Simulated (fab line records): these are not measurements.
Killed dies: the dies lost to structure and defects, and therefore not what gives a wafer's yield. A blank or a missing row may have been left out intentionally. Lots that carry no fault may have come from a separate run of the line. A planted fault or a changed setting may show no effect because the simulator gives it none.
fab line records	flow nand-harc
[record] lots = 12	wafers = 36	last-day = 34
route steps=1302 shown HYBRID_BOND@1242 THIN_TSV@1262 END@1302
lots that met no fault: from a run of the same line without faults
start-h: hours from the record's opening day to when the first of the lot's shown wafers began	wait-h: hours from the lot's prior step to this one	" as in the row above	L1.1+2: a row that stands for several wafers	- no value, or no start was given	* or withheld: withheld	< > ~ a bound
route shown NAME@n: names a module that has steps shown in the file, with the first one's number in the route	usual: mean and standard deviation over wafers with no fault	same: alike in all rows	chamber/n: place in a boat	sites: each site's reading	_std_site: standard deviation across them	_edge_site: the outer-site mean with the inner-site mean subtracted	radius-mm: for every site, how far away it sits from the centre of the wafer	mask NAME#n: copy n	behind: tool/chamber where the wafer was last shaped	hold: why the lot went on hold/how many hours it stayed there/how the hold came to an end	device: names the non-switching transistor (n, p or np)	end of line: the tests these same wafers got at the end of their route	where a step has no rows: the recipe by itself	killed: the dies lost at the first sort to structure and to defects; this is not the yield of the wafer	map: a wafer's dies, marking killed ones x, the rest . and places with no die _
set.NAME: the setting as run; set.NAME@STEP: as run at that earlier step	model.NAME: the simulator's own value behind a step, which no gauge read
one table for each step of the route and one row for each wafer, over a sample of lots
services: a tool's chamber out of use, with start hour (start-h, from the record's first day; less than 0 if before it), hours out, and reason
[[steps]]
[step NHARC_HYBRID_BOND_OVL_MEAS_05]
[usual] overlay-x-nm = -2/35	overlay-y-nm = 0/34
lot.wafer	tool	chamber	start-h	wait-h	overlay-x-nm	overlay-y-nm
L453.1	overlay-02	-	529.51	0.4	7	0
L453.2	"	-	"	"	21	-46
L453.6	"	-	"	"	3	-70
L455.1	overlay-01	-	563.22	0.4	-16	-21
L455.2	"	-	"	"	14	8
L455.6	"	-	"	"	46	-1
L464.1	overlay-02	-	659.67	0.4	13	11
L464.2	"	-	"	"	-26	-23
L464.4	"	-	"	"	18	-31
L462.1	overlay-02	-	667.12	0.4	-20	-3
L462.3	"	-	"	"	2	-10
L462.6	"	-	"	"	11	-22
L466.1	overlay-01	-	667.12	0.4	8	60
L466.5	"	-	"	"	-57	20
L466.6	"	-	"	"	-23	22
L467.2	overlay-01	-	683.58	0.4	-17	-34
L467.3	"	-	"	"	-19	5
L467.6	"	-	"	"	42	14
L468.3	overlay-01	-	692.54	0.4	-6	-22
L468.4	"	-	"	"	-6	47
L468.5	"	-	"	"	19	1
L472.1	overlay-02	-	738.08	0.4	-37	50
L472.3	"	-	"	"	53	-55
L472.4	"	-	"	"	-6	-12
L473.2	overlay-01	-	738.08	0.4	10	13
L473.5	"	-	"	"	5	14
L473.6	"	-	"	"	26	-31
L475.3	overlay-02	-	754.12	0.4	26	12
L475.4	"	-	"	"	-18	26
L475.6	"	-	"	"	-40	-17
L474.1	overlay-02	-	754.12	0.4	17	27
L474.2	"	-	"	"	-20	-22
L474.3	"	-	"	"	-15	38
L476.2	overlay-01	-	791.86	0.4	9	-35
L476.3	"	-	"	"	-21	-35
L476.4	"	-	"	"	22	45
[step NHARC_THIN_TSV_ETCH_44]
[recipe] target-depth-a = 15942	time-s = 797.1	cf4-flow-sccm = 150	o2-flow-sccm = 10	ar-flow-sccm = 0	rf-w = 300	bias-w = 800	chemistry = CF4/O2
[usual] drypump-motor-current-A = 5.7/0.51	oes-product-au = 0.999/0.011	rf-vpp-V = 795/4.1	showerhead-plenum-p-Torr = 1.83/0.065	throttle-valve-pct = 16.916/0.0091
lot.wafer	tool	chamber	start-h	wait-h	drypump-motor-current-A	oes-product-au	rf-hours-counter-h	rf-vpp-V	showerhead-plenum-p-Torr	throttle-valve-pct
L453.2	rie-diel-12	2	532.50	0.2	5.3	1.004	4	794	1.81	16.923
L453.1	"	3	"	"	5.5	1.000	5	791	1.78	16.944
L453.6	"	0	"	"	6.6	1.019	-	795	1.86	16.914
L455.2	rie-diel-01	1	567.42	0.1	5.6	0.983	0	789	1.75	16.919
L455.1	"	2	"	"	6.2	0.989	0	793	1.80	16.920
L455.6	"	1	"	"	5.6	0.986	-	789	1.75	16.910
L464.2	rie-diel-10	1	662.72	0.1	5.4	1.001	2	801	1.95	16.918
L464.1	"	2	"	"	5.8	0.994	3	801	1.93	16.910
L464.4	"	3	"	"	6.7	0.998	3	795	1.83	16.900
L462.1	rie-diel-12	1	670.22	0.2	5.8	0.996	2	792	1.77	16.911
L462.3	"	2	"	"	5.3	1.007	2	793	1.81	16.908
L462.6	"	3	"	"	5.6	0.984	-	791	1.78	16.926
L466.1	rie-diel-01	0	671.41	0.1	4.8	1.024	6	797	1.86	16.904
L466.5	"	3	"	"	5.5	1.002	-	802	1.96	16.931
L466.6	"	0	"	"	4.8	1.018	-	796	1.86	16.917
L467.2	rie-diel-12	0	686.50	0.1	6.6	0.998	2	796	1.85	16.916
L467.3	"	1	"	"	5.8	1.001	4	792	1.77	16.919
L467.6	"	0	"	"	6.6	1.004	-	796	1.85	16.912
L468.4	rie-diel-12	1	695.59	0.1	5.8	1.015	4	790	1.77	16.905
L468.3	"	3	"	"	5.5	0.980	4	792	1.78	16.914
L468.5	"	1	"	"	5.8	1.003	-	790	1.77	16.897
L472.3	rie-diel-01	3	746.68	0.1	5.5	1.014	0	802	1.96	16.897
L472.1	"	0	"	"	4.9	0.999	0	797	1.86	16.904
L472.4	"	2	"	"	6.2	1.005	0	794	1.80	16.921
L473.2	rie-diel-12	2	748.04	0.1	5.3	1.004	8	794	1.81	16.914
L473.5	"	1	"	"	5.8	0.990	-	790	1.77	16.914
L473.6	"	2	"	"	5.3	0.992	-	795	1.81	16.907
L475.3	rie-diel-01	3	757.12	0.1	5.5	1.009	1	801	1.96	16.919
L475.4	"	2	"	"	6.2	1.000	1	791	1.79	16.908
L475.6	"	0	"	"	4.8	1.009	-	795	1.86	16.921
L474.1	rie-diel-10	0	758.30	0.1	5.5	0.993	7	794	1.82	16.923
L474.3	"	1	"	"	5.4	0.983	5	799	1.95	16.921
L474.2	"	2	"	"	5.8	0.991	7	800	1.93	16.911
L476.2	rie-diel-12	0	794.91	0.1	6.6	1.006	10	795	1.85	16.916
L476.3	"	3	"	"	5.5	1.002	10	790	1.78	16.919
L476.4	"	0	"	"	6.6	0.996	-	795	1.85	16.912
[step NHARC_THIN_TSV_ETCH_59]
[recipe] target-depth-a = 8800	icp-w = 900	bias-w = 100	Cl2_flow_sccm = 60	bcl3-flow-sccm = 30	time-s = 138.1	chemistry = Cl2/BCl3
[usual] drypump-motor-current-A = 5.78/0.13	oes-product-au = 1.000/0.012	throttle-valve-pct = 22.264/0.0087
lot.wafer	tool	chamber	start-h	wait-h	drypump-motor-current-A	oes-product-au	rf-hours-counter-h	throttle-valve-pct
L453.1	rie-metal-03	0	538.21	0.1	5.57	0.985	0.1	22.265
L453.2	"	1	"	"	5.66	0.999	0.1	22.266
L453.6	"	1	"	"	5.65	1.000	-	22.270
L455.1	rie-metal-01	1	573.36	0.1	5.96	1.001	2.6	22.271
L455.2	"	1	"	"	5.95	1.005	-	22.254
L455.6	"	1	"	"	5.95	0.996	-	22.260
L464.2	rie-metal-02	1	668.52	0.1	5.81	1.021	0.3	22.278
L464.1	"	0	"	"	5.71	1.011	0.3	22.255
L464.4	"	1	"	"	5.79	1.020	-	22.259
L462.1	rie-metal-02	0	676.51	0.1	5.71	1.013	0.7	22.270
L462.3	"	1	"	"	5.82	1.018	-	22.270
L462.6	"	0	"	"	5.71	1.019	-	22.273
L466.1	rie-metal-03	1	677.29	0.1	5.63	0.976	2.7	22.259
L466.5	"	1	"	"	5.61	0.987	-	22.272
L466.6	"	0	"	"	5.60	0.974	-	22.255
L467.2	rie-metal-01	0	692.30	0.1	5.90	0.981	2.0	22.261
L467.3	"	0	"	"	5.89	0.989	-	22.270
L467.6	"	1	"	"	5.96	0.988	-	22.262
L468.3	rie-metal-01	1	701.46	0.2	5.96	0.998	-	22.255
L468.4	"	0	"	"	5.90	0.997	-	22.273
L468.5	"	1	"	"	5.97	1.003	-	22.248
L472.1	rie-metal-03	1	752.50	0.1	5.63	0.996	0.7	22.256
L472.4	"	1	"	"	5.63	0.997	-	22.257
L472.3	"	0	"	"	5.62	1.001	-	22.267
L473.2	rie-metal-02	0	753.93	0.1	5.72	1.013	2.2	22.261
L473.6	"	0	"	"	5.74	1.004	-	22.275
L473.5	"	1	"	"	5.84	1.007	-	22.254
L475.4	rie-metal-01	1	763.24	0.1	5.94	0.987	-	22.280
L475.3	"	0	"	"	5.90	0.997	-	22.261
L475.6	"	1	"	"	5.94	0.991	-	22.263
L474.2	rie-metal-03	1	764.27	0.1	5.65	1.010	1.2	22.266
L474.1	"	0	"	"	5.58	0.991	1.2	22.259
L474.3	"	0	"	"	5.58	0.993	-	22.259
L476.2	rie-metal-01	0	801.02	0.1	5.89	0.984	0.4	22.266
L476.4	"	1	"	"	5.97	0.988	-	22.267
L476.3	"	0	"	"	5.89	1.000	-	22.253
[step NHARC_THIN_TSV_STRIP_56]
[recipe] power-w = 1500	temp-c = 250	chemistry = O2
[usual] drypump-motor-current-A = 5.8/0.32	heater-power-w = 341/20
lot.wafer	tool	chamber	start-h	wait-h	drypump-motor-current-A	heater-power-w	rf-hours-counter-h
L453.2	plasma-asher-02	1	538.77	0.3	5.5	372	20
L453.1	"	0	"	"	5.8	303	20
L453.6	"	1	"	"	5.5	371	-
L455.2	plasma-asher-01	1	573.97	0.1	6.4	353	10
L455.1	"	0	"	"	5.7	330	10
L455.6	"	0	"	"	5.7	328	-
L464.2	plasma-asher-02	0	668.87	0.1	5.8	327	8
L464.1	"	1	"	"	5.5	373	8
L464.4	"	0	"	"	5.8	322	-
L462.1	plasma-asher-01	0	676.92	0.1	5.7	321	32
L462.3	"	0	"	"	5.7	328	-
L462.6	"	1	"	"	6.4	350	-
L466.1	plasma-asher-02	1	677.69	0.1	5.5	369	10
L466.5	"	0	"	"	5.8	324	-
L466.6	"	1	"	"	5.5	367	-
L467.2	plasma-asher-01	0	692.66	0.1	5.7	329	36
L467.3	"	0	"	"	5.7	331	-
L467.6	"	1	"	"	6.4	345	-
L468.4	plasma-asher-02	1	701.84	0.2	5.5	357	-
L468.3	"	0	"	"	5.8	310	-
L468.5	"	1	"	"	5.5	367	-
L472.1	plasma-asher-01	1	752.86	0.1	6.4	331	11
L472.3	"	1	"	"	6.4	343	-
L472.4	"	0	"	"	5.7	347	-
L473.2	plasma-asher-02	0	754.51	0.1	5.8	316	25
L473.5	"	1	"	"	5.5	371	-
L473.6	"	0	"	"	5.8	316	-
L475.4	plasma-asher-01	0	763.62	0.2	5.7	340	-
L475.3	"	1	"	"	6.4	340	-
L475.6	"	1	"	"	6.4	343	-
L474.2	plasma-asher-01	0	764.62	0.1	5.7	343	15
L474.1	"	1	"	"	6.4	343	15
L474.3	"	1	"	"	6.4	349	-
L476.2	plasma-asher-01	0	801.35	0.1	5.7	347	20
L476.3	"	0	"	"	5.7	346	-
L476.4	"	1	"	"	6.4	344	-
[step NHARC_THIN_TSV_INSPECT_40]
[usual] raw-defect-count = 527/93
lot.wafer	tool	chamber	start-h	wait-h	raw-defect-count
L453.1	defect-inspect-02	-	544.09	0.4	562
L453.2	"	-	"	"	597
L453.6	"	-	"	"	438
L455.1	defect-inspect-01	-	577.84	0.4	506
L455.2	"	-	"	"	497
L455.6	"	-	"	"	481
L464.1	defect-inspect-01	-	674.32	0.4	1146
L464.2	"	-	"	"	1227
L464.4	"	-	"	"	1249
L462.1	defect-inspect-02	-	684.85	0.4	1057
L462.3	"	-	"	"	1171
L462.6	"	-	"	"	1083
L466.1	defect-inspect-01	-	684.87	0.4	642
L466.5	"	-	"	"	526
L466.6	"	-	"	"	490
L467.2	defect-inspect-01	-	697.98	0.4	641
L467.3	"	-	"	"	818
L467.6	"	-	"	"	789
L468.3	defect-inspect-02	-	707.14	0.4	531
L468.4	"	-	"	"	610
L468.5	"	-	"	"	601
L472.1	defect-inspect-01	-	761.72	0.4	478
L472.3	"	-	"	"	473
L472.4	"	-	"	"	418
L473.2	defect-inspect-01	-	761.72	0.4	576
L473.5	"	-	"	"	455
L473.6	"	-	"	"	535
L474.1	defect-inspect-01	-	768.97	0.4	444
L474.2	"	-	"	"	506
L474.3	"	-	"	"	467
L475.3	defect-inspect-02	-	768.97	0.4	534
L475.4	"	-	"	"	554
L475.6	"	-	"	"	559
L476.2	defect-inspect-01	-	807.51	0.4	630
L476.3	"	-	"	"	533
L476.4	"	-	"	"	423
[step NHARC_END_SORT_01]
[recipe] temp-c = 25
[usual] defect-limited-yield = 91/3.2	killed-at-array = 53/21	killed-at-other = 1.1/1.5	killed-at-periphery = 3.9/2.7	killed-dies = 58/21	killed-open = 3.4/1.9	killed-short = 2.3/1.5
[same] gross-dies = 677
lot.wafer	tool	chamber	start-h	wait-h	defect-limited-yield[%]	killed-at-array	killed-at-other	killed-at-periphery	killed-dies	killed-open	killed-short
L453.1	prober-02	0	547.15	2.5	94	39	2	2	43	4	2
L453.2	prober-02	0	547.96	2.8	91	55	2	2	59	4	3
L453.6	prober-02	0	551.20	4.1	92	57	0	0	57	5	2
L455.1	prober-02	0	580.86	2.5	90	59	1	7	67	1	2
L455.2	prober-02	0	581.68	2.8	88	66	4	8	78	2	2
L455.6	prober-02	0	584.92	4.1	90	64	3	4	71	2	6
L464.1	prober-01	0	677.37	2.5	78	58	84	5	147	2	6
L464.2	prober-01	0	678.16	2.8	84	46	50	9	105	2	2
L464.4	prober-01	0	679.76	3.4	85	45	54	5	104	3	1
L462.1	prober-01	0	687.87	2.5	85	13	82	5	100	0	1
L462.3	prober-01	0	689.49	3.1	86	30	58	6	94	9	4
L462.6	prober-01	0	691.92	4.1	86	12	80	2	94	2	1
L466.1	prober-02	0	687.95	2.5	87	81	0	5	86	3	2
L466.5	prober-02	0	691.12	3.7	91	55	0	5	60	3	4
L466.6	prober-02	0	691.91	4.0	90	63	2	2	67	6	5
L467.2	prober-02	0	704.44	2.8	90	66	0	2	68	0	2
L467.3	prober-02	0	705.25	3.1	91	52	0	7	59	8	1
L467.6	prober-02	0	707.66	4.0	91	58	0	3	61	4	6
L468.3	prober-01	0	711.79	3.1	92	40	0	12	52	2	1
L468.4	prober-01	0	712.59	3.4	93	44	0	5	49	3	3
L468.5	prober-01	0	713.39	3.7	91	50	0	13	63	5	4
L472.1	prober-01	0	764.73	2.5	89	68	5	4	77	5	1
L472.3	prober-01	0	766.38	3.1	90	57	2	7	66	5	3
L472.4	prober-01	0	767.20	3.5	91	51	4	4	59	1	0
L473.2	prober-02	0	768.01	2.8	88	78	1	2	81	1	4
L473.5	prober-02	0	770.39	3.7	91	59	0	3	62	4	1
L473.6	prober-02	0	771.18	4.0	91	61	1	1	63	4	1
L475.3	prober-01	0	774.27	3.1	86	83	6	8	97	2	3
L475.4	prober-01	0	775.08	3.4	88	75	1	4	80	3	1
L475.6	prober-01	0	776.68	4.0	90	57	3	5	65	3	2
L474.1	prober-02	0	775.00	2.5	96	22	0	3	25	6	3
L474.2	prober-02	0	775.80	2.8	98	9	0	2	11	2	4
L474.3	prober-02	0	776.60	3.1	97	19	0	4	23	9	1
L476.2	prober-01	0	811.38	2.8	94	43	1	0	44	3	0
L476.3	prober-01	0	812.17	3.1	93	44	2	3	49	4	1
L476.4	prober-01	0	812.97	3.4	93	45	0	4	49	3	2
// killed by level:class
L453.1 A_CHANNEL_HOLE_D1:chamber-film-flake=20 A_CONTACT:chamber-film-flake=6 A_CHANNEL_HOLE_D2:chamber-film-flake=3 THIN_TSV:chamber-film-flake=2 P_M1:geometric-particle:open=1 A_CHANNEL_FILL_D1:geometric-particle:short=1 A_DECK1_JOINT:geometric-particle:open=1 A_BLC:geometric-particle:short=1
L453.2 A_CHANNEL_HOLE_D1:chamber-film-flake=35 A_CONTACT:chamber-film-flake=5 A_CHANNEL_HOLE_D2:chamber-film-flake=4 A_CHANNEL_FILL_D2:chamber-film-flake=3 THIN_TSV:chamber-film-flake=2 P_CONTACT:geometric-particle:open=1 A_CHANNEL_FILL_D2:geometric-particle:short=1 A_CONTACT:geometric-particle:open=1
L453.6 A_CHANNEL_HOLE_D1:chamber-film-flake=30 A_CONTACT:chamber-film-flake=11 A_CHANNEL_HOLE_D2:chamber-film-flake=3 A_CHANNEL_FILL_D2:chamber-film-flake=2 A_STAIRCASE:chamber-film-flake=2 A_CHANNEL_FILL_D1:geometric-particle:short=1 A_ONON_D2:geometric-particle:open=1 A_SGD_CUT:geometric-particle:short=1
L455.1 A_CHANNEL_HOLE_D2:chamber-film-flake=25 A_SLIT:chamber-film-flake=24 P_GATE:chamber-film-flake=5 A_CHANNEL_HOLE_D1:chamber-film-flake=2 A_CHANNEL_FILL_D1:chamber-film-flake=2 A_WL_FILL:chamber-film-flake=2 P_M0:geometric-particle:open=1 A_ONON_D2:geometric-particle:short=1
L455.2 A_CHANNEL_HOLE_D2:chamber-film-flake=27 A_SLIT:chamber-film-flake=27 P_GATE:chamber-film-flake=6 THIN_TSV:chamber-film-flake=4 A_STAIRCASE:chamber-film-flake=3 A_M1:chamber-film-flake=2 A_CONTACT:chamber-film-flake=2 P_M0:geometric-particle:short=1
L455.6 A_CHANNEL_HOLE_D2:chamber-film-flake=25 A_SLIT:chamber-film-flake=20 THIN_TSV:chamber-film-flake=3 A_CHANNEL_FILL_D1:geometric-particle:short=2 P_GATE:chamber-film-flake=2 A_ZERO_WELL:chamber-film-flake=2 A_CONTACT:chamber-film-flake=2 A_CHANNEL_HOLE_D1:chamber-film-flake=2
L464.1 THIN_TSV:unspecified=83 A_SLIT:chamber-film-flake=33 A_STAIRCASE:chamber-film-flake=6 A_CHANNEL_HOLE_D1:chamber-film-flake=5 A_BLC:chamber-film-flake=4 P_CONTACT:chamber-film-flake=3 A_CONTACT:chamber-film-flake=3 P_STI:geometric-particle:short=1
L464.2 THIN_TSV:unspecified=50 A_SLIT:chamber-film-flake=23 A_BLC:chamber-film-flake=7 P_CONTACT:chamber-film-flake=5 A_CHANNEL_HOLE_D1:chamber-film-flake=5 A_STAIRCASE:chamber-film-flake=3 A_CONTACT:chamber-film-flake=3 A_M0:geometric-particle:open=2
L464.4 THIN_TSV:unspecified=54 A_SLIT:chamber-film-flake=26 A_CHANNEL_HOLE_D1:chamber-film-flake=6 P_CONTACT:chamber-film-flake=4 A_CONTACT:chamber-film-flake=4 A_BLC:chamber-film-flake=4 A_DECK1_JOINT:geometric-particle:open=2 A_WL_FILL:geometric-particle:short=1
L462.1 THIN_TSV:unspecified=82 A_CHANNEL_HOLE_D1:chamber-film-flake=5 P_STI:chamber-film-flake=4 A_CHANNEL_HOLE_D2:chamber-film-flake=2 A_SLIT:chamber-film-flake=2 A_M0:chamber-film-flake=2 A_M1:geometric-particle:short=1 P_GATE:chamber-film-flake=1
L466.1 A_SLIT:chamber-film-flake=33 A_CHANNEL_HOLE_D2:chamber-film-flake=24 A_CHANNEL_HOLE_D1:chamber-film-flake=7 A_BONDPAD:chamber-film-flake=6 P_M2:chamber-film-flake=2 A_CHANNEL_FILL_D2:chamber-film-flake=2 A_WL_FILL:chamber-film-flake=2 A_CONTACT:chamber-film-flake=2
L462.3 THIN_TSV:unspecified=57 A_CHANNEL_HOLE_D1:chamber-film-flake=9 A_M0:chamber-film-flake=3 A_CONTACT:chamber-film-flake=3 P_CONTACT:geometric-particle:open=2 A_CHANNEL_FILL_D1:geometric-particle:open=2 P_STI:chamber-film-flake=2 A_DECK1_JOINT:chamber-film-flake=2
L466.5 A_SLIT:chamber-film-flake=23 A_CHANNEL_HOLE_D2:chamber-film-flake=14 A_CHANNEL_HOLE_D1:chamber-film-flake=6 A_CONTACT:chamber-film-flake=4 A_CHANNEL_FILL_D1:geometric-particle:short=2 P_M2:chamber-film-flake=2 A_BONDPAD:chamber-film-flake=2 P_GATE:geometric-particle:short=1
L466.6 A_SLIT:chamber-film-flake=24 A_CHANNEL_HOLE_D2:chamber-film-flake=17 A_BONDPAD:chamber-film-flake=6 A_CONTACT:chamber-film-flake=3 A_CHANNEL_HOLE_D1:chamber-film-flake=2 P_CONTACT:geometric-particle:open=1 A_ONON_D1:geometric-particle:open=1 A_CHANNEL_FILL_D1:geometric-particle:short=1
L462.6 THIN_TSV:unspecified=78 A_CHANNEL_HOLE_D1:chamber-film-flake=4 A_STAIRCASE:chamber-film-flake=2 A_M0:chamber-film-flake=2 A_CHANNEL_FILL_D1:geometric-particle:short=1 A_CONTACT:geometric-particle:open=1 STARTING-WAFER:geometric-particle:open=1 P_STI:chamber-film-flake=1
L467.2 A_CHANNEL_HOLE_D1:chamber-film-flake=31 A_CHANNEL_HOLE_D2:chamber-film-flake=28 A_SLIT:chamber-film-flake=2 A_SOURCE_PLATE:geometric-particle:short=1 A_CHANNEL_FILL_D2:geometric-particle:short=1 P_M0:chamber-film-flake=1 P_M1:chamber-film-flake=1 A_STAIRCASE:chamber-film-flake=1
L467.3 A_CHANNEL_HOLE_D1:chamber-film-flake=19 A_CHANNEL_HOLE_D2:chamber-film-flake=19 P_CONTACT:geometric-particle:open=3 A_SLIT:chamber-film-flake=3 A_BONDPAD:chamber-film-flake=3 A_DECK1_JOINT:geometric-particle:open=2 P_M0:chamber-film-flake=2 A_CONTACT:chamber-film-flake=2
L467.6 A_CHANNEL_HOLE_D1:chamber-film-flake=24 A_CHANNEL_HOLE_D2:chamber-film-flake=16 A_BONDPAD:chamber-film-flake=4 A_SOURCE_PLATE:geometric-particle:short=2 A_SLIT:chamber-film-flake=2 A_CHANNEL_FILL_D2:chamber-film-flake=2 A_CONTACT:chamber-film-flake=2 P_CONTACT:geometric-particle:short=1
L468.3 A_CHANNEL_HOLE_D1:chamber-film-flake=32 P_M0:chamber-film-flake=5 P_GATE:chamber-film-flake=4 A_STAIRCASE:chamber-film-flake=2 P_GATE:geometric-particle:open=1 P_CONTACT:geometric-particle:open=1 A_CHANNEL_FILL_D1:geometric-particle:short=1 P_STI:chamber-film-flake=1
L468.4 A_CHANNEL_HOLE_D1:chamber-film-flake=28 A_STAIRCASE:chamber-film-flake=5 P_GATE:chamber-film-flake=3 A_CONTACT:chamber-film-flake=2 A_BONDPAD:chamber-film-flake=2 P_CONTACT:geometric-particle:short=1 A_ONON_D1:geometric-particle:short=1 A_DECK1_JOINT:geometric-particle:open=1
L468.5 A_CHANNEL_HOLE_D1:chamber-film-flake=37 P_GATE:chamber-film-flake=7 A_STAIRCASE:chamber-film-flake=3 P_GATE:geometric-particle:open=2 A_CHANNEL_HOLE_D2:geometric-particle:open=2 A_SLIT:chamber-film-flake=2 A_WL_FILL:chamber-film-flake=2 P_STI:geometric-particle:short=1
L472.1 A_CHANNEL_HOLE_D1:chamber-film-flake=38 A_SLIT:chamber-film-flake=10 A_CONTACT:chamber-film-flake=5 THIN_TSV:chamber-film-flake=5 A_M1:chamber-film-flake=4 A_ZERO_WELL:chamber-film-flake=3 P_STI:chamber-film-flake=2 A_STAIRCASE:chamber-film-flake=2
L472.3 A_CHANNEL_HOLE_D1:chamber-film-flake=31 A_SLIT:chamber-film-flake=7 A_CONTACT:chamber-film-flake=5 P_GATE:chamber-film-flake=4 A_M1:chamber-film-flake=3 P_M0:geometric-particle:open=2 A_STAIRCASE:chamber-film-flake=2 THIN_TSV:chamber-film-flake=2
L472.4 A_CHANNEL_HOLE_D1:chamber-film-flake=34 A_SLIT:chamber-film-flake=5 THIN_TSV:chamber-film-flake=4 A_M1:chamber-film-flake=4 P_GATE:chamber-film-flake=3 A_CONTACT:chamber-film-flake=3 A_STAIRCASE:chamber-film-flake=2 A_ONON_D1:geometric-particle:open=1
L473.2 A_SLIT:chamber-film-flake=36 A_CHANNEL_HOLE_D2:chamber-film-flake=21 A_CHANNEL_HOLE_D1:chamber-film-flake=12 A_ONON_D2:geometric-particle:short=2 P_GATE:chamber-film-flake=2 A_WL_FILL:chamber-film-flake=2 A_DECK1_JOINT:geometric-particle:short=1 A_SGD_CUT:geometric-particle:short=1
L473.5 A_SLIT:chamber-film-flake=28 A_CHANNEL_HOLE_D2:chamber-film-flake=13 A_CHANNEL_HOLE_D1:chamber-film-flake=7 A_M1:chamber-film-flake=3 A_STAIRCASE:chamber-film-flake=2 A_WL_FILL:chamber-film-flake=2 P_M0:geometric-particle:open=1 P_M1:geometric-particle:short=1
L473.6 A_SLIT:chamber-film-flake=25 A_CHANNEL_HOLE_D2:chamber-film-flake=13 A_CHANNEL_HOLE_D1:chamber-film-flake=10 A_CONTACT:chamber-film-flake=3 A_STAIRCASE:chamber-film-flake=2 A_WL_FILL:chamber-film-flake=2 P_M0:geometric-particle:open=1 A_SOURCE_PLATE:geometric-particle:open=1
L475.3 A_SLIT:chamber-film-flake=28 A_CHANNEL_HOLE_D2:chamber-film-flake=27 A_CHANNEL_HOLE_D1:chamber-film-flake=16 A_CONTACT:chamber-film-flake=6 THIN_TSV:chamber-film-flake=5 P_CONTACT:chamber-film-flake=4 P_BONDPAD:chamber-film-flake=3 A_STAIRCASE:chamber-film-flake=2
L474.1 A_SLIT:chamber-film-flake=9 A_ZERO_WELL:chamber-film-flake=2 A_CHANNEL_HOLE_D1:chamber-film-flake=2 A_CHANNEL_FILL_D2:chamber-film-flake=2 P_STI:geometric-particle:open=1 P_M0:geometric-particle:open=1 P_M2:geometric-particle:open=1 A_ONON_D1:geometric-particle:open=1
L475.4 A_SLIT:chamber-film-flake=36 A_CHANNEL_HOLE_D2:chamber-film-flake=23 A_CHANNEL_HOLE_D1:chamber-film-flake=8 A_CONTACT:chamber-film-flake=5 P_BONDPAD:chamber-film-flake=3 P_STI:geometric-particle:short=1 A_SOURCE_PLATE:geometric-particle:open=1 A_ONON_D1:geometric-particle:open=1
L474.2 A_SLIT:chamber-film-flake=2 P_M0:geometric-particle:open=1 P_M1:geometric-particle:short=1 A_SOURCE_PLATE:geometric-particle:short=1 A_DECK1_JOINT:geometric-particle:open=1 A_CHANNEL_HOLE_D2:geometric-particle:short=1 A_CHANNEL_FILL_D2:geometric-particle:short=1 A_CHANNEL_HOLE_D1:unspecified=1
L474.3 A_SLIT:chamber-film-flake=3 A_WL_FILL:geometric-particle:open=2 A_CHANNEL_HOLE_D2:chamber-film-flake=2 A_STAIRCASE:chamber-film-flake=2 A_CONTACT:chamber-film-flake=2 P_CONTACT:geometric-particle:open=1 P_M0:geometric-particle:open=1 P_M1:geometric-particle:open=1
L475.6 A_SLIT:chamber-film-flake=21 A_CHANNEL_HOLE_D2:chamber-film-flake=13 A_CHANNEL_HOLE_D1:chamber-film-flake=11 A_CONTACT:chamber-film-flake=4 P_BONDPAD:chamber-film-flake=3 A_STAIRCASE:chamber-film-flake=3 THIN_TSV:chamber-film-flake=3 P_M1:geometric-particle:short=1
L476.2 A_CHANNEL_HOLE_D1:chamber-film-flake=17 A_SLIT:chamber-film-flake=11 A_CHANNEL_HOLE_D2:chamber-film-flake=4 A_STAIRCASE:chamber-film-flake=4 A_WL_FILL:chamber-film-flake=2 A_CHANNEL_FILL_D1:geometric-particle:open=1 A_ONON_D2:geometric-particle:open=1 A_CHANNEL_FILL_D2:geometric-particle:open=1
L476.3 A_CHANNEL_HOLE_D1:chamber-film-flake=19 A_CHANNEL_HOLE_D2:chamber-film-flake=5 A_SLIT:chamber-film-flake=5 A_CONTACT:chamber-film-flake=4 A_BLC:geometric-particle:open=2 A_STAIRCASE:chamber-film-flake=2 A_WL_FILL:chamber-film-flake=2 THIN_TSV:chamber-film-flake=2
L476.4 A_CHANNEL_HOLE_D1:chamber-film-flake=19 A_SLIT:chamber-film-flake=8 A_CHANNEL_HOLE_D2:chamber-film-flake=4 A_STAIRCASE:chamber-film-flake=3 A_WL_FILL:geometric-particle:open=2 P_GATE:chamber-film-flake=2 P_BONDPAD:chamber-film-flake=2 A_WL_FILL:chamber-film-flake=2
[[services]]
tool	chamber	start-h	hours	kind
rie-metal-03	1	515.24	8.7	repair
plasma-asher-01	-	519.25	9.0	pm
plasma-asher-02	-	527.39	2.7	repair
rie-metal-01	0	559.24	16.4	repair
rie-diel-12	-	567.47	0.2	repair
rie-metal-01	-	575.00	9.0	pm
plasma-asher-02	-	575.22	0.5	repair
plasma-asher-01	-	585.62	1.5	repair
plasma-asher-02	-	614.51	3.7	repair
plasma-asher-02	-	621.29	9.0	pm
rie-diel-12	-	622.40	9.0	pm
rie-metal-01	-	645.56	0.4	repair
rie-diel-12	0	657.81	24.3	repair
rie-diel-12	1	687.56	3.6	repair
plasma-asher-01	-	696.48	9.0	pm
plasma-asher-01	-	710.63	1.2	repair
rie-diel-12	-	732.71	0.6	repair
rie-metal-01	-	752.00	9.0	pm
rie-diel-12	3	761.87	1.9	repair
rie-diel-12	1	780.21	15.6	repair
rie-diel-12	3	788.24	4.0	repair
plasma-asher-02	-	798.29	9.0	pm
plasma-asher-01	-	798.72	1.7	repair
rie-diel-12	-	799.40	9.0	pm
[[key]]
[first-sign] step = NHARC_THIN_TSV_INSPECT_40	reading = raw-defect-count	direction = up	sigmas = 6.8	usual = 527	struck = 1156
[effect] step = NHARC_END_SORT_01	reading = killed-at-other	direction = up	sigmas = 44	usual = 1.1	struck = 68
[more-kills-born-at] NHARC_THIN_TSV_ETCH_59@rie-metal-02 = 404
met-at NHARC_THIN_TSV_ETCH_59
struck-lots L462,L464
not-acting-at NHARC_HYBRID_BOND_OVL_MEAS_05,NHARC_THIN_TSV_ETCH_44,NHARC_THIN_TSV_STRIP_56
[fault] kind = chamber-particle-source	tool = rie-metal-02	chamber = -	onset-h = 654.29	steps = NHARC_THIN_TSV_ETCH_59	rate-per-visit-cm2 = 1.0753	end-h = 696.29
